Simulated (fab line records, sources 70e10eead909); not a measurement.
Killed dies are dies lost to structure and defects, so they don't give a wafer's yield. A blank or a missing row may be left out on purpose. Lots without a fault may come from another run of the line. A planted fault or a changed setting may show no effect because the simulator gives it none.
A struck lot beside a sound one | flow nand_harc | 40 steps out of a route of 1302
Sound: wafers L984.1, L984.3, L984.4. Struck: wafers L100.1, L100.3, L100.4. The cause comes at the end.
At each step with rows: each side's tool, then ch and its chambers, then its first start. Under that, the readings that differ: sound wafers | struck wafers | difference of the means | sigmas: that difference in standard deviations of wafers without a fault.
alike: readings whose means differ by less than 2 such deviations, and words and numbers that are the same on both sides. not compared: withheld readings, readings that some wafer has no value for, bounds like >300 that may hide the same value, and numbers for which the record gives no deviation and whose values overlap.
The two part at a step that has a row with sigmas, a row that says differs or no value, or rows on one side only. Numbers that don't overlap but have no deviation are shown without sigmas and don't part them. A reading that every wafer of one side lacks parts them only if that side has two wafers or more.

first, 2 steps without rows for these wafers: NHARC_A_CHANNEL_FILL_D2_ALD_02 (deposits SiO2, target thk 6 nm, pulse time 10 s, ald cycles 60); NHARC_A_CHANNEL_FILL_D2_ALD_03 (deposits SiNx, target thk 6 nm, pulse time 60 s, ald cycles 58).
NHARC_A_CHANNEL_FILL_D2_ALD_14: deposits SiO2, target thk 2.5 nm, pulse time 10 s, ald cycles 25.
  sound on ald_hk-03 ch 0,2,3, day 14 00:40; struck on ald_hk-03 ch 0,1,3, day 21 01:33
  alike: heater_power_w, precursor_pulse_height_rel
NHARC_A_CHANNEL_FILL_D2_ALD_15: deposits SiNx, target thk 2 nm, pulse time 60 s, ald cycles 19.
  sound on ald_sin_batch-02 ch 0; struck on ald_sin_batch-02 ch 0
  alike: precursor_pulse_height_rel
then, 3 steps without rows for these wafers: NHARC_A_CHANNEL_FILL_D2_ALD_16 (deposits SiO2, target thk 1.5 nm, pulse time 10 s, ald cycles 15); NHARC_A_CHANNEL_FILL_D2_ANNEAL_17 (time 1800 s); NHARC_A_CHANNEL_FILL_D2_CVD_18 (deposits poly-Si, target thk 3 nm).
NHARC_A_CHANNEL_FILL_D2_ETCHBACK_19: etches the open film in HBr/Cl2, target depth 5 nm, time 1.7 s.
  sound on rie_si-06 ch 0,1,2, day 14 17:47; struck on rie_si-05 ch 0,1,3, day 21 18:38
  reading                | sound          | struck         | difference | sigmas
  rf_hours_counter_h (h) | 0.34 0.42 0.43 | 0.02 0.05 0.05 | -0.36      |
  alike: drypump_motor_current_A, oes_product_au, throttle_valve_pct
then, 1 step without rows for these wafers: NHARC_A_CHANNEL_FILL_D2_ETCHBACK_20 (etches the open film in C4F8/O2/Ar, target depth 27 nm, time 13.5 s).
NHARC_A_CHANNEL_FILL_D2_STRIP_28: strips in O2, time 20 s.
  sound on rie_diel-13 ch 0,1,2, day 14 18:00; struck on rie_diel-04 ch 0,1,2, day 21 18:50
  reading                | sound | struck   | difference | sigmas
  rf_hours_counter_h (h) | 4 3 4 | 24 23 19 | +18        |
  alike: drypump_motor_current_A, oes_product_au, rf_vpp_V, showerhead_plenum_p_Torr, throttle_valve_pct
then, 2 steps without rows for these wafers: NHARC_A_CHANNEL_FILL_D2_PRECLEAN_21 (cleans in dHF, time 30 s); NHARC_A_CHANNEL_FILL_D2_SRD_23.
NHARC_A_CHANNEL_FILL_D2_CVD_05: deposits poly-Si, target thk 5 nm.
  sound on lpcvd_poly-01 ch 0, day 14 20:33; struck on lpcvd_poly-01 ch 0, day 21 21:24
  reading                | sound                | struck               | difference | sigmas
  spike_tc_bottom_C (C)  | 573.6 570.3 573.3    | 589.8 587.4 587.2    | +15.7      | +10
  spike_tc_centre_C (C)  | 550.3 550.3 550.7    | 566.4 565.5 564.9    | +15.2      | +16
  spike_tc_lower_C (C)   | 549.9 551.5 551.1    | 564.0 567.0 566.1    | +14.9      | +15
  spike_tc_top_C (C)     | 567.3 567.4 568.9    | 582.3 583.7 581.3    | +14.6      | +10
  spike_tc_upper_C (C)   | 548.9 549.6 548.4    | 566.1 567.1 565.9    | +17.4      | +17
  tube_center_temp_C (C) | 549.99 550.05 550.01 | 565.52 565.52 565.59 | +15.53     | +99 or more
then, 10 steps without rows for these wafers: NHARC_A_CHANNEL_FILL_D2_ANNEAL_22 (time 7200 s); NHARC_A_CHANNEL_FILL_D2_ALD_25 (deposits SiOx, target thk 60 nm, pulse time 10 s, ald cycles 600); NHARC_A_CHANNEL_FILL_D2_ETCHBACK_08 (etches the open film in C4F8, target depth 220 nm, time 110 s); NHARC_A_CHANNEL_FILL_D2_STRIP_29 (strips in O2, time 20 s); NHARC_A_CHANNEL_FILL_D2_PRECLEAN_30 (cleans in dHF, time 30 s); NHARC_A_CHANNEL_FILL_D2_SRD_31; NHARC_A_CHANNEL_FILL_D2_CVD_09 (deposits poly-Si, target thk 150 nm, time 3000 s); NHARC_A_CHANNEL_FILL_D2_CMP_10 (polishes, target thk 150 nm); NHARC_A_CHANNEL_FILL_D2_SRD_12; NHARC_A_CHANNEL_FILL_D2_RTA_24 (time 5 s).
NHARC_A_CHANNEL_FILL_D2_INSPECT_13:
  sound on defect_inspect-02, day 15 17:53; struck on defect_inspect-01, day 22 18:35
  alike: raw_defect_count
then, 12 steps without rows for these wafers: NHARC_A_STAIRCASE_DEP_156 (deposits SiNx, target thk 50 nm); NHARC_A_STAIRCASE_DEHYDRATE_158 (time 120 s); NHARC_A_STAIRCASE_HMDS_159 (time 30 s); NHARC_A_STAIRCASE_COAT_160; NHARC_A_STAIRCASE_SOFTBAKE_161 (time 170 s); NHARC_A_STAIRCASE_EBR_162; NHARC_A_STAIRCASE_EXPOSE_163 (exposes mask STAIR OPEN); NHARC_A_STAIRCASE_PEB_164 (peb time 130 s); NHARC_A_STAIRCASE_DEVELOP_165 (time 140 s); NHARC_A_STAIRCASE_HARDBAKE_167 (time 140 s); NHARC_A_STAIRCASE_DESCUM_168 (chemistry O2, time 3 s); NHARC_A_STAIRCASE_ETCH_169 (etches the open film in CH3F/O2, target depth 50 nm, time 107.1 s).
NHARC_A_STAIRCASE_ETCH_170: etches the open film in C4F6/O2, target depth 200 nm, time 66.667 s.
  sound on rie_diel-09 ch 0,2; struck on rie_diel-09 ch 1,2,3
  reading               | sound             | struck            | difference | sigmas
  oes_product_au (a.u.) | 0.951 0.950 0.961 | 0.992 0.988 0.983 | +0.034     | +2
  alike: drypump_motor_current_A, rf_vpp_V, showerhead_plenum_p_Torr, throttle_valve_pct
  not compared: rf_hours_counter_h
then, 1 step without rows for these wafers: NHARC_A_STAIRCASE_STRIP_171 (strips in O2).
-- the record jumps here: 9 days lie between the struck wafers' starts before and after (it left off in module A_STAIRCASE and takes up again in module END, whose first step shown is number 1301 of the route) --
NHARC_END_WLT_00:
  sound on prober-02, day 27 02:40; struck on prober-01, day 31 10:34
  reading                           | sound             | struck            | difference | sigmas
  VT_DECK2_BOTTOM                   | 0.871 0.861 0.859 | 0.969 0.973 0.961 | +0.104     | +14
  VT_DECK2_BOTTOM_INNER             | 0.863 0.869 0.858 | 0.977 0.975 0.970 | +0.111     | +14
  VT_DECK2_MEDIAN_NEAR_BOTTOM       | 0.876 0.869 0.871 | 0.977 0.977 0.967 | +0.102     | +14
  VT_DECK2_MEDIAN_NEAR_BOTTOM_INNER | 0.867 0.870 0.869 | 0.975 0.975 0.968 | +0.104     | +14
  VT_DECK2_MIDDLE                   | 0.879 0.871 0.883 | 0.984 0.995 0.985 | +0.110     | +15
  VT_DECK2_MIDDLE_INNER             | 0.880 0.879 0.883 | 0.993 0.990 0.991 | +0.111     | +14
  VT_DECK2_TOP                      | 0.886 0.892 0.895 | 0.994 1.004 0.995 | +0.107     | +15
  VT_DECK2_TOP_INNER                | 0.901 0.894 0.897 | 1.009 0.998 1.005 | +0.107     | +14
  alike: VT_DECK1_BOTTOM, VT_DECK1_BOTTOM_INNER, VT_DECK1_MEDIAN_NEAR_BOTTOM, VT_DECK1_MEDIAN_NEAR_BOTTOM_INNER, VT_DECK1_MIDDLE, VT_DECK1_MIDDLE_INNER, VT_DECK1_TOP, VT_DECK1_TOP_INNER
  not compared: hold
NHARC_END_SORT_01:
  sound on prober-02 ch 0, day 27 05:40; struck on prober-01 ch 0, day 31 16:13
  reading | sound | struck                                                                     | difference                   | sigmas
  hold    | - - - | await_dispo/2.6h/release await_dispo/2.6h/release await_dispo/2.6h/release | no value on the sound wafers |
  alike: killed_at_array, killed_at_other, killed_at_periphery, killed_dies, killed_open, killed_short

WHERE THEY PART
First at NHARC_A_CHANNEL_FILL_D2_CVD_05; last, within this record, at NHARC_END_SORT_01.

WHY: what the simulator had put in
Process parameter drift: lpcvd_poly-01, from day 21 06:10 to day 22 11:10, at NHARC_A_CHANNEL_FILL_D2_CVD_05. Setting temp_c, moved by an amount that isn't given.
